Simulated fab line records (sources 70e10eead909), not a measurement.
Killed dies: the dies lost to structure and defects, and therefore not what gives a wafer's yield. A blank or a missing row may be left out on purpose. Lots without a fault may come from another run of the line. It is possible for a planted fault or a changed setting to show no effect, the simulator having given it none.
fab line records	flow nand-harc
record lots=11	wafers=33	last-day=24
route steps=1159 shown P_ZERO_WELL@18 P_STI@88 END@1159
lots untouched by any fault: they come from a run of this same line in which no faults occurred
start-h: hours from the record's opening day to when the first of the lot's shown wafers began	wait-h: how many hours have passed since the lot's step before this one	" the same as in the row above	L1.1+2: a single row standing in for several wafers	- no value present, or no start provided	* or withheld: withheld	< > ~ a bound
route shown NAME@n: names a module that has steps shown in the file, with the first one's number in the route	usual: mean and standard deviation over wafers with no fault	same: alike in all rows	chamber/n: place in a boat	sites: each site's reading	_std_site: their standard deviation	_edge_site: the outer-site mean with the inner-site mean subtracted	radius-mm: for every site, how far away it sits from the centre of the wafer	mask NAME#n: copy n	behind: tool/chamber where the wafer was last shaped	hold: cause of the lot's hold/its duration in hours/its outcome	device: names the non-switching transistor (n, p or np)	end of line: at the end of the route, the tests of the same wafers	a step with no rows: only its recipe	killed: at the first sort, the dies lost to defects and structure; wafer yield is something else	map: per-die view of a wafer (x killed, . not killed, _ where there is no die)
set.NAME: the setting the step ran with; set.NAME@STEP: the setting that earlier step ran with	model.NAME: the simulator's own value behind a step, which no gauge read
the route's steps for a sample of lots (tables are steps, rows are wafers)
services: when a tool's chamber went out of use (start-h, in hours from the record's first day, below 0 if earlier), for how many hours, and the reason
## steps
# step NHARC_P_ZERO_WELL_ETCH_62
# recipe target-depth-a=130	time-s=6.5	chf3-flow-sccm=50	ar-flow-sccm=200	rf-w=500	bias-w=200	chemistry=CHF3/Ar
# usual chamber-pressure-mTorr=25.001/0.02	drypump-motor-current-A=5.7/0.45	oes-product-au=0.960/0.021	rf-vpp-V=371.3/2.1	showerhead-plenum-p-Torr=2.38/0.091	throttle-valve-pct=20.218/0.0085
lot.wafer	tool	chamber	start-h	wait-h	chamber-pressure-mTorr	drypump-motor-current-A	oes-product-au	rf-hours-counter-h	rf-vpp-V	showerhead-plenum-p-Torr	throttle-valve-pct
L538.1	rie-diel-09	3	-	-	25.005	6.3	0.957	7	374.6	2.48	20.233
L538.3	"	0	"	"	24.998	5.2	0.978	6	371.7	2.40	20.203
L538.5	"	2	"	"	25.017	5.9	0.963	-	370.1	2.28	20.224
L541.3	rie-diel-01	2	-	-	24.990	5.8	0.965	8	369.7	2.35	20.229
L541.4	"	0	"	"	25.015	6.4	0.951	5	374.8	2.52	20.219
L541.6	"	3	"	"	24.997	5.8	0.928	-	370.0	2.34	20.217
L544.1	rie-diel-03	0	-	-	24.992	6.1	0.959	1	371.3	2.44	20.213
L544.3	"	2	"	"	25.085	5.5	0.966	0	369.6	2.30	20.217
L544.5	"	0	"	"	24.982	6.1	0.944	-	371.6	2.43	20.211
L546.2	rie-diel-09	2	-	-	25.030	6.0	0.967	9	368.8	2.28	20.225
L546.3	"	3	"	"	24.976	6.3	0.968	10	371.7	2.48	20.227
L546.5	"	2	"	"	25.000	6.0	0.974	-	369.5	2.28	20.216
L548.3	rie-diel-03	3	-	-	24.988	5.7	0.922	2	367.5	2.24	20.215
L548.2	"	0	"	"	25.000	6.1	0.894	2	373.5	2.43	20.211
L548.5	"	1	"	"	25.011	4.7	0.935	-	374.6	2.51	20.215
L552.1	rie-diel-01	2	-	-	25.023	5.7	0.999	12	370.4	2.34	20.210
L552.6	"	3	"	"	25.033	5.8	0.959	-	369.7	2.34	20.209
L552.5	"	0	"	"	25.002	6.4	0.948	-	374.1	2.52	20.217
L556.2	rie-diel-03	1	-	-	24.979	4.7	0.943	4	374.2	2.51	20.232
L556.4	"	2	"	"	24.998	5.5	0.918	4	369.2	2.30	20.219
L556.5	"	3	"	"	24.992	5.7	0.935	-	369.7	2.24	20.229
L557.4	rie-diel-01	0	-	-	25.027	6.5	0.960	12	373.7	2.52	20.207
L557.3	"	1	"	"	25.023	5.5	0.956	14	370.8	2.35	20.225
L557.5	"	2	"	"	24.981	5.7	0.977	-	370.8	2.34	20.220
L558.4	rie-diel-03	3	-	-	25.008	5.7	0.969	6	368.5	2.24	20.210
L558.1	"	2	"	"	25.007	5.5	0.948	5	369.9	2.30	20.218
L558.5	"	3	"	"	25.016	5.7	0.972	-	367.5	2.24	20.214
L559.2	rie-diel-03	2	-	-	25.000	5.6	0.950	6	370.8	2.30	20.231
L559.3	"	3	"	"	25.012	5.7	0.971	6	366.6	2.24	20.205
L559.5	"	2	"	"	24.964	5.6	0.943	-	369.4	2.30	20.223
L561.2	rie-diel-09	0	-	-	25.004	5.2	0.980	5	371.5	2.39	20.229
L561.3	"	1	"	"	25.042	5.7	0.983	5	372.4	2.44	20.201
L561.6	"	3	"	"	24.987	6.2	0.981	-	374.0	2.48	20.224
# step NHARC_P_ZERO_WELL_EXPOSE_49
# recipe na=0.6	target-cd-nm=2000	dose-mj=22.64	mask-id=P_HVPW
lot.wafer	tool	chamber	start-h	wait-h	mask
L538.1+3+5	krf-scanner-04	0	17.83	-	P_HVPW#0
L541.3+4+6	krf-scanner-02	0	35.53	-	P_HVPW#0
L544.1+3+5	krf-scanner-04	0	53.58	-	P_HVPW#0
L546.2+3+5	krf-scanner-02	0	65.70	-	P_HVPW_R1#0
L548.2+3+5	krf-scanner-04	0	77.58	-	P_HVPW#0
L552.1+5+6	krf-scanner-03	0	101.44	-	P_HVPW#0
L556.2+4+5	krf-scanner-02	0	126.03	-	P_HVPW#0
L557.3+4+5	krf-scanner-03	0	131.63	-	P_HVPW#0
L558.1+4+5	krf-scanner-03	0	137.45	-	P_HVPW#0
L559.2+3+5	krf-scanner-03	0	143.72	-	P_HVPW#0
L561.2+3+6	krf-scanner-02	0	155.70	-	P_HVPW#0
# step NHARC_P_ZERO_WELL_CD_MEAS_52
# recipe target-cd-nm=2000	landing-energy-ev=500
# usual cd-nm=1998.3/2.2
lot.wafer	tool	chamber	start-h	wait-h	hold	cd-nm
L538.1	cd-sem-03	0	17.98	-	-	1998.0
L538.3	"	0	"	"	-	1994.1
L538.5	"	0	"	"	-	1995.1
L541.3	cd-sem-03	0	35.69	-	-	1999.7
L541.4	"	0	"	"	-	2000.6
L541.6	"	0	"	"	-	2003.1
L544.1	cd-sem-01	0	53.74	-	-	1999.1
L544.3	"	0	"	"	-	1997.0
L544.5	"	0	"	"	-	1998.8
L546.2	cd-sem-02	0	65.86	-	await-dispo/0.2h/release	1773.3
L546.3	"	0	"	"	await-dispo/0.2h/release	1772.6
L546.5	"	0	"	"	await-dispo/0.2h/release	1774.7
L546.2	cd-sem-02	0	-	-	-	1773.4
L546.3	"	0	"	"	-	1772.8
L546.5	"	0	"	"	-	1774.8
L548.2	cd-sem-02	0	77.74	-	-	1998.3
L548.3	"	0	"	"	-	1999.7
L548.5	"	0	"	"	-	1995.6
L552.1	cd-sem-03	0	101.60	-	-	1996.5
L552.5	"	0	"	"	-	2000.5
L552.6	"	0	"	"	-	1997.8
L556.2	cd-sem-02	0	126.19	-	-	1997.1
L556.4	"	0	"	"	-	1995.5
L556.5	"	0	"	"	-	1996.0
L557.3	cd-sem-02	0	131.78	-	-	1999.1
L557.4	"	0	"	"	-	1995.0
L557.5	"	0	"	"	-	1998.6
L558.1	cd-sem-02	0	137.61	-	-	1998.0
L558.4	"	0	"	"	-	1998.5
L558.5	"	0	"	"	-	1995.2
L559.2	cd-sem-02	0	143.88	-	-	2000.0
L559.3	"	0	"	"	-	1998.2
L559.5	"	0	"	"	-	2000.0
L561.2	cd-sem-01	0	155.86	-	-	1999.1
L561.3	"	0	"	"	-	2000.6
L561.6	"	0	"	"	-	2000.1
# step NHARC_P_STI_ETCH_42
# recipe target-depth-a=800	overetch-a=240	time-s=61	ion-energy-ev=200	n2-flow-sccm=150	h2-flow-sccm=150	ar-flow-sccm=0	rf-w=400	bias-w=150	chemistry=N2/H2
# usual chamber-pressure-mTorr=29.999/0.03	drypump-motor-current-A=5.6/0.36	oes-product-au=1.003/0.011	rf-vpp-V=430.9/2.6	showerhead-plenum-p-Torr=2.06/0.093	throttle-valve-pct=14.172/0.01
lot.wafer	tool	chamber	start-h	wait-h	chamber-pressure-mTorr	drypump-motor-current-A	oes-product-au	rf-hours-counter-h	rf-vpp-V	showerhead-plenum-p-Torr	throttle-valve-pct
L538.3	rie-diel-12	1	35.42	0.1	29.957	6.1	0.992	0.1	429.5	1.97	14.171
L538.1	"	2	"	"	30.007	5.4	0.997	0.1	430.1	2.05	14.181
L538.5	"	0	"	"	30.099	6.4	1.011	-	436.0	2.19	14.169
L541.4	rie-diel-10	2	53.21	0.1	29.971	5.6	0.996	1.8	427.7	1.90	14.164
L541.3	"	3	"	"	30.006	5.5	1.005	1.6	433.3	2.14	14.165
L541.6	"	2	"	"	30.044	5.6	1.006	-	428.0	1.90	14.167
L544.1	rie-diel-12	1	74.81	0.1	29.992	6.0	1.002	1.2	429.0	1.97	14.172
L544.3	"	3	"	"	30.018	5.4	0.995	1.0	432.5	2.16	14.153
L544.5	"	2	"	"	29.990	5.4	0.997	-	432.9	2.04	14.158
L548.3	rie-diel-10	3	95.29	0.1	30.021	5.5	1.001	3.1	433.3	2.14	14.175
L548.2	"	1	"	"	29.969	5.2	0.997	3.3	427.4	1.95	14.181
L548.5	"	3	"	"	30.007	5.5	0.998	-	433.3	2.14	14.153
L552.1	rie-diel-06	1	119.00	0.1	30.017	5.6	0.982	4.2	429.7	2.00	14.168
L552.6	"	3	"	"	29.929	5.7	1.002	-	428.9	2.03	14.161
L552.5	"	0	"	"	30.012	5.5	0.985	-	432.4	2.10	14.171
L556.2	rie-diel-10	2	143.89	0.1	29.996	5.6	1.012	5.5	426.8	1.90	14.185
L556.4	"	1	"	"	29.971	5.2	1.019	5.3	430.2	1.95	14.162
L556.5	"	3	"	"	30.012	5.5	1.005	-	433.5	2.14	14.175
L557.3	rie-diel-06	0	149.08	0.1	29.938	5.5	0.990	5.6	432.0	2.10	14.179
L557.4	"	1	"	"	29.998	5.7	1.003	5.9	431.6	2.00	14.172
L557.5	"	3	"	"	30.014	5.7	1.024	-	431.1	2.03	14.172
L558.1	rie-diel-12	3	158.10	0.1	29.984	5.4	0.984	2.9	432.0	2.16	14.173
L558.4	"	1	"	"	30.027	6.1	1.002	2.7	428.6	1.97	14.171
L558.5	"	2	"	"	29.973	5.4	0.981	-	431.7	2.04	14.163
L559.3	rie-diel-10	1	158.28	0.1	30.068	5.2	1.020	5.9	428.2	1.95	14.177
L559.2	"	2	"	"	30.014	5.5	1.011	6.1	425.5	1.90	14.188
L559.5	"	0	"	"	29.962	5.9	1.016	-	431.1	2.05	14.167
L561.2	rie-diel-06	2	169.77	0.1	29.998	5.2	1.011	6.9	433.3	2.15	14.183
L561.3	"	3	"	"	29.943	5.6	1.023	6.2	430.4	2.03	14.153
L561.6	"	3	"	"	30.050	5.7	1.018	-	430.3	2.03	14.169
# step NHARC_P_STI_CMP_21
# recipe t-overpolish-s=20	target-thk-nm=380.67
# usual motor-current-A=11.8/0.94	overpolish-run-s=20.000/0.0092
lot.wafer	tool	chamber	start-h	wait-h	motor-current-A	overpolish-run-s
L538.3	cmp-02	3	54.99	0.4	11.3	20.004
L538.1	"	2	"	"	11.1	20.009
L538.5	"	3	"	"	11.4	19.992
L541.4	cmp-02	1	68.49	0.4	11.5	19.990
L541.3	"	3	"	"	11.2	19.994
L541.6	"	1	"	"	11.0	20.008
L544.1	cmp-03	3	94.41	0.4	12.2	20.002
L544.3	"	0	"	"	11.2	19.994
L544.5	"	2	"	"	11.6	19.984
L552.1	cmp-03	0	134.63	0.5	11.1	20.014
L552.5	"	1	"	"	11.4	20.005
L552.6	"	2	"	"	11.4	19.998
L548.2	cmp-04	0	134.72	0.5	13.1	20.004
L548.3	"	1	"	"	13.7	20.012
L548.5	"	0	"	"	12.8	19.999
L556.4	cmp-03	0	165.19	0.4	11.1	20.012
L556.2	"	1	"	"	11.3	19.998
L556.5	"	3	"	"	11.6	19.984
L557.4	cmp-02	0	165.22	0.4	11.3	19.991
L557.3	"	1	"	"	10.7	19.984
L557.5	"	3	"	"	11.3	20.007
L558.4	cmp-04	2	177.52	0.4	14.2	19.993
L558.1	"	3	"	"	11.8	19.986
L558.5	"	2	"	"	13.3	20.001
L559.2	cmp-02	1	177.52	0.4	11.8	19.996
L559.3	"	3	"	"	10.8	19.989
L559.5	"	2	"	"	11.4	20.006
L561.2	cmp-04	2	189.49	0.4	13.8	19.995
L561.3	"	3	"	"	11.8	20.001
L561.6	"	1	"	"	13.8	20.003
# step NHARC_END_SORT_01
# recipe temp-c=25
# usual defect-limited-yield=95.2/1.6	killed-at-array=29/11	killed-at-other=0.5/0.89	killed-at-periphery=3.3/2	killed-dies=32/11	killed-open=3.1/1.9	killed-short=2.3/1.6	sort_bin_2_pct=1.5/0.71	sort_bin_3_pct=0.30/0.22	sort_bin_4_pct=3.0/1.1	sort-n-pass=645/11	sort-rim-yield-pct=97.3/1.8	sort-yield-pct=95.2/1.6
# same gross-dies=677	sort_bin_5_pct[%]=0	sort_bin_6_pct[%]=0	sort_bin_7_pct[%]=0	sort_bin_8_pct[%]=0	sort-rim-n-gross=106.00
lot.wafer	tool	chamber	start-h	wait-h	defect-limited-yield[%]	killed-at-array	killed-at-other	killed-at-periphery	killed-dies	killed-open	killed-short	sort_bin_2_pct[%]	sort_bin_3_pct[%]	sort_bin_4_pct[%]	sort-n-pass	sort-rim-yield-pct[%]	sort-yield-pct[%]
L548.2	prober-02	0	511.87	2.8	95.6	30	0	0	30	0	0	1.8	0.44	2.2	647	99.1	95.6
# killed by level:class
L548.2 A_CHANNEL_HOLE_D1:chamber-film-flake=21 A_CONTACT:chamber-film-flake=4 A_STAIRCASE:chamber-film-flake=2 A_WL_FILL:chamber-film-flake=2 A_BONDPAD:chamber-film-flake=1
## services
tool	chamber	start-h	hours	kind
rie-diel-10	0	-8.61	5.8	repair
krf-scanner-03	-	-4.00	4.0	pm
rie-diel-10	-	-0.39	9.0	pm
krf-scanner-04	-	0.82	3.7	repair
cmp-04	-	7.00	4.0	pm
rie-diel-12	-	15.23	1.2	repair
rie-diel-03	3	22.19	6.4	repair
rie-diel-12	-	25.42	9.0	pm
cmp-02	-	30.64	4.0	pm
krf-scanner-02	-	38.00	4.0	pm
rie-diel-03	-	38.30	9.0	pm
cmp-04	-	45.01	0.3	repair
rie-diel-10	0	53.55	4.6	repair
krf-scanner-04	-	55.84	18.1	repair
rie-diel-10	1	56.57	5.7	repair
cmp-02	-	79.50	1.2	repair
rie-diel-03	2	86.17	4.3	repair
rie-diel-10	0	114.16	16.0	repair
cmp-02	-	128.64	4.0	pm
rie-diel-03	1	143.47	8.0	repair
krf-scanner-03	-	168.00	4.0	pm
rie-diel-03	1	171.90	6.8	repair
rie-diel-10	-	176.61	9.0	pm
krf-scanner-02	-	179.75	0.8	repair
## key
first-sign step=NHARC_P_ZERO_WELL_EXPOSE_49	reading=mask	direction=changed
effect step=NHARC_P_ZERO_WELL_CD_MEAS_52	reading=visit	direction=added
effect step=NHARC_P_ZERO_WELL_CD_MEAS_52	reading=cd-nm	direction=down	sigmas=99+	usual=1998.3	struck=1773.5
met-at NHARC_P_ZERO_WELL_EXPOSE_49
struck-lots L546
scrapped-behind NHARC_P_ZERO_WELL_CD_MEAS_52 L546.2,L546.3,L546.5
not-acting-at NHARC_P_ZERO_WELL_ETCH_62,NHARC_P_STI_ETCH_42,NHARC_P_STI_CMP_21
onset-between 35.53 65.70
fault kind=wrong-mask	tool=any	chamber=-	onset-h=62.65	steps=NHARC_P_ZERO_WELL_EXPOSE_49	aux-copy=P_HVPW_R1#0	cd-offset-nm=-225.36	scope=struck-lots-only
